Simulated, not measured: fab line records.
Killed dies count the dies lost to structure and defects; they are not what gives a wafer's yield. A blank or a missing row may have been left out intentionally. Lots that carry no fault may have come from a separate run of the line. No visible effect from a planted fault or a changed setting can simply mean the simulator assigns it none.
Chamber matching | flow n5-finfet | pecvd-03 running N5_BEOL_M6_DEP_56: 3 sister chambers
The step deposits SiCN from 3MS/NH3, target thk 10 nm, time 17.5 s. 3 wafers are shown with their chamber, then 11 later ones without.

EACH WAFER AND ITS CHAMBER
wafer  | chamber | throttle-valve-pct (%)
L086.1 | 2       | 8.6
L086.2 | 0       | 9.4
L086.4 | 1       | 8.8

WAFERS MISSING THEIR CHAMBER
wafer  | throttle-valve-pct (%)
L086.5 | 9.5
L086.6 | 8.7
L087.1 | 9.2
L087.2 | 8.2
L087.5 | 8.3
L091.1 | 9.6
L091.4 | 9.6
L091.5 | 8.6
L097.2 | 9.7
L097.4 | 8.9
L097.5 | 8.5

WHICH CHAMBER EACH WENT THROUGH
wafer  | from the rows above          | in truth
L086.5 | 0                            | 0
L086.6 | can't be placed: 2 or 1      | 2
L087.1 | can't be placed: 0 or 1 or 2 | 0
L087.2 | can't be placed: 2 or 1      | 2
L087.5 | can't be placed: 2 or 1      | 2
L091.1 | 0                            | 0
L091.4 | 0                            | 0
L091.5 | can't be placed: 2 or 1      | 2
L097.2 | 0                            | 0
L097.4 | can't be placed: 1 or 2 or 0 | 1
L097.5 | can't be placed: 2 or 1      | 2
Correctly placed: 4 of 11. These rows do not allow placing 7 (true chamber among the candidates in 7). Placed wrongly: 0.
How it was worked out, from the rows above alone: a wafer's distance from a chamber is the root of the sum, over the readings, of the square of ((its reading less the chamber's mean) divided by the reading's scatter). If the next closest chamber is less than 2 further off than the closest, the wafer can't be placed; otherwise it belongs to the closest. For every chamber, the mean is computed from those of its wafers that are shown. The scatter: root of mean squared gap, hidden wafer to nearest shown wafer, with one shown wafer a chamber.
